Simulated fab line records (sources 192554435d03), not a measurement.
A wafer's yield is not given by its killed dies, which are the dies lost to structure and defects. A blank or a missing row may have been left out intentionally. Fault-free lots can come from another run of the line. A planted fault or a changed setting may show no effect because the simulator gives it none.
Comparing a struck lot with a sound one || flow n5Finfet || 37 out of 1938 route steps
Sound: these wafers, L720.4, L720.5, L720.6. Wafers L726.1, L726.2, L726.6 were the ones struck. Last of all comes the cause.
For every step that has rows: the tool of each side, followed by ch and its chambers, followed by its first start. Under that, the readings that differ: sound wafers || struck wafers || difference of the means || sigmas: that difference in standard deviations of wafers without a fault.
alike: same words and numbers on both sides, and readings whose means sit less than 2 such deviations apart. not compared: any withheld reading, any reading some wafer has no value for, any bound like >300 that may hide the same value, and any number with overlapping values for which the record gives no deviation.
A row with sigmas, a row that says differs or no value, or rows on one side alone: a step with any of these is where the two part. Numbers that have no deviation but don't overlap get no sigmas and don't part them. A reading that every wafer of one side lacks parts them only if that side has two wafers or more.

first, 9 steps without rows for these wafers: N5_BEOL_M4_ANNEAL_95 (time 240 s); N5_BEOL_M4_SPUTTER_96 (material Cu, target thk 4.5 nm, time 8.29 s); N5_BEOL_M4_ECD_50 (material Cu, target thk 300 nm); N5_BEOL_M4_ANNEAL_51 (time 90 s); N5_BEOL_M4_CMP_52 (polishes, stops on SiOC, t overpolish 6.8 s, target thk 40 nm); N5_BEOL_M4_PRE_CLEAN_60 (time 15 s); N5_BEOL_M4_CO_CAP_55 (material Co, precursor CCTBA/H2, target thk 2 nm, time 102.1 s); N5_BEOL_M4_PRE_CLEAN_56 (time 15 s); N5_BEOL_M4_DEP_57 (deposits SiCN from 3MS/NH3, target thk 8 nm, time 14 s).
N5_BEOL_M4_RC_MEAS_101:
  sound on prober-01 ch 0, day 8 23:05; struck on prober-02 ch 0, day 10 20:58
{"reading": "DIBL_N (mV/V)", "sound": "34.7 33.6 33.8", "struck": "35.7 38.2 37.7", "difference": "+3.2", "sigmas": "+2"}
{"reading": "ION_N (uA/um)", "sound": "659 660 658", "struck": "664 679 689", "difference": "+18", "sigmas": "+2"}
{"reading": "SS_N (mV/dec)", "sound": "71.0 71.0 70.2", "struck": "71.4 72.4 72.0", "difference": "+1.2", "sigmas": "+2"}
  alike: DIBL_P, IOFF_N, IOFF_P, ION_P, SS_P, VT_N, VT_P
then, 24 steps without rows for these wafers: N5_BEOL_M5_ILD_DEP_00 (deposits SiCOH lowk from DEMS/porogen, target thk 140.64 nm, time 25.9 s); N5_BEOL_M5_CURE_79 (cures SiCOH lowk, time 240 s); N5_BEOL_M5_PECVD_70 (deposits SiO2 from TEOS/O2, target thk 16 nm, time 18 s); N5_BEOL_M5_HM_DEP_02 (deposits TiN, target thk 20 nm); N5_BEOL_M5_COAT_59 (time 60 s, resist thk 60 nm); N5_BEOL_M5_COAT_60 (time 60 s, resist thk 12 nm); N5_BEOL_M5_COAT_71 (time 60 s, resist thk 5 nm); N5_BEOL_M5_COAT_05 (resist thk 30 nm); N5_BEOL_M5_EBR_07; N5_BEOL_M5_SOFTBAKE_06 (time 60 s); N5_BEOL_M5_EXPOSE_08 (exposes mask M5, target cd 28 nm); N5_BEOL_M5_PEB_09 (peb time 60 s); N5_BEOL_M5_DEVELOP_10 (develop time 30 s); N5_BEOL_M5_DESCUM_16 (chemistry O2, time 7 s); N5_BEOL_M5_ETCH_72 (etches underlayer in N2/H2, target depth 6.5 nm, time 5.2 s); N5_BEOL_M5_ETCH_61 (etches SiARC in CF4, target depth 15.6 nm, time 26 s); N5_BEOL_M5_ETCH_62 (etches SOC in N2/H2, target depth 75 nm, overetch 15 nm, time 112.5 s); N5_BEOL_M5_STRIP_63 (strips in N2/H2); N5_BEOL_M5_STRIP_73 (strips in N2/H2); N5_BEOL_M5_STRIP_64 (strips in CF4); N5_BEOL_M5_HM_OPEN_17 (chemistry Cl2/BCl3, target TiN, target depth 20 nm, overetch 6 nm); N5_BEOL_M5_STRIP_19 (strips in O2); N5_BEOL_M5_COAT_65 (time 60 s, resist thk 60 nm); N5_BEOL_M5_COAT_66 (time 60 s, resist thk 12 nm).
N5_BEOL_M5_ETCH_68: etches SOC in N2/H2, target depth 80 nm, overetch 16 nm, time 120 s.
  sound on rieDiel-03 ch 0,1, day 9 02:04; struck on rieDiel-03 ch 1,3, day 11 01:26
  no value came back on the struck wafers for any of 10 readings (biasW (W), chamberPressureMTorr (mTorr) and others); on the sound wafers biasW (W) reads 150.1 149.5 149.8
{"reading": "model.CAR-EUV_of_BEOL_M5_COAT_22.thkNm (nm)", "sound": "0 0 0", "struck": "11.2 11 11.2", "difference": "+11.1", "sigmas": ""}
{"reading": "model.SiARC_of_BEOL_M5_COAT_66.thkNm (nm)", "sound": "6.6 6.4 6.6", "struck": "12 12 12", "difference": "+5", "sigmas": ""}
{"reading": "model.underlayer_of_BEOL_M5_COAT_74.thkNm (nm)", "sound": "0 0 0", "struck": "5 5 5", "difference": "+5", "sigmas": ""}
  not compared: rfHoursCounterH
N5_BEOL_M5_VIA_ETCH_34: etches SiCOH lowk in C4F6/O2, target depth 88.3 nm, time 39.2 s.
  sound on rieDiel-03 ch 0,1, day 9 02:10; struck on rieDiel-03 ch 1,3, day 11 01:32
{"reading": "oesProductAu (a.u.)", "sound": "0.80 0.80 0.81", "struck": "0.30 0.26 0.26", "difference": -0.53, "sigmas": -6}
  alike: C4F6_flow_sccm, O2_flow_sccm, drypumpMotorCurrentA, oes_f_703_au, rfVppV, showerheadPlenumPTorr, throttleValvePct
  not compared: rfHoursCounterH
-- record jumps: 4 days separate the struck wafers' starts on either side; left off in module BEOL_M5, taken up again in module PASSIVATION, whose first shown step is the route's number 1936 --
N5_PASSIVATION_PROBE_49:
  only the struck wafers here have rows in the record (prober-02, day 15 00:17); the sound ones have none

## WHERE THEY PART
Earliest at N5_BEOL_M4_RC_MEAS_101; latest, in this record, at N5_PASSIVATION_PROBE_49.

WHY: what the simulator had put in
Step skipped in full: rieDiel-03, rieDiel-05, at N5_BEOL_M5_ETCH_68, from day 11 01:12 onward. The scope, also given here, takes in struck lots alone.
